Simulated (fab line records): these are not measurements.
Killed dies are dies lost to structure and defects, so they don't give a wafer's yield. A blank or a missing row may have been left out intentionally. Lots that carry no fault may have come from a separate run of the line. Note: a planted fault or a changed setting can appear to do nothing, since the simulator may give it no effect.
Matching of chambers + flow nand harc + rie diel-02 running NHARC_A_STAIRCASE_ETCH_444: 4 sister chambers
The step etches the open film in C4F8/O2, target depth 20400 nm, time 6800 s. 4 wafers are shown with their chamber, then 7 later ones without.

== WAFERS, EACH WITH ITS CHAMBER ==
| wafer  | chamber | rf vpp V (V) |
|--------|---------|--------------|
| L723.2 | 2       | 809          |
| L723.4 | 1       | 815          |
| L728.1 | 0       | 803          |
| L728.2 | 3       | 799          |

== WAFERS MISSING THEIR CHAMBER ==
| wafer  | rf vpp V (V) |
|--------|--------------|
| L728.5 | 814          |
| L736.2 | 799          |
| L736.3 | 808          |
| L736.4 | 802          |
| L738.1 | 807          |
| L738.5 | 797          |
| L738.6 | 807          |

== WHICH CHAMBER EACH WENT THROUGH ==
| wafer  | from the rows above     | in truth |
|--------|-------------------------|----------|
| L728.5 | 1                       | 1        |
| L736.2 | 3                       | 3        |
| L736.3 | 2                       | 2        |
| L736.4 | can't be placed: 0 or 3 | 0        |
| L738.1 | can't be placed: 2 or 0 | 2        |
| L738.5 | 3                       | 3        |
| L738.6 | can't be placed: 2 or 0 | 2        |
4 of 7 placed correctly. Can't be placed from these rows: 3 (the true chamber is among the candidates in 3). Placed wrongly: 0.
How it was worked out, from the rows above alone: a wafer's distance from a chamber is the root of the sum, over the readings, of the square of ((its reading less the chamber's mean) divided by the reading's scatter). The wafer belongs to the nearest chamber; if the next one is less than 2 further off, it can't be placed. For every chamber, the mean is computed from those of its wafers that are shown. The scatter: root of mean squared gap, hidden wafer to nearest shown wafer, with one shown wafer a chamber.
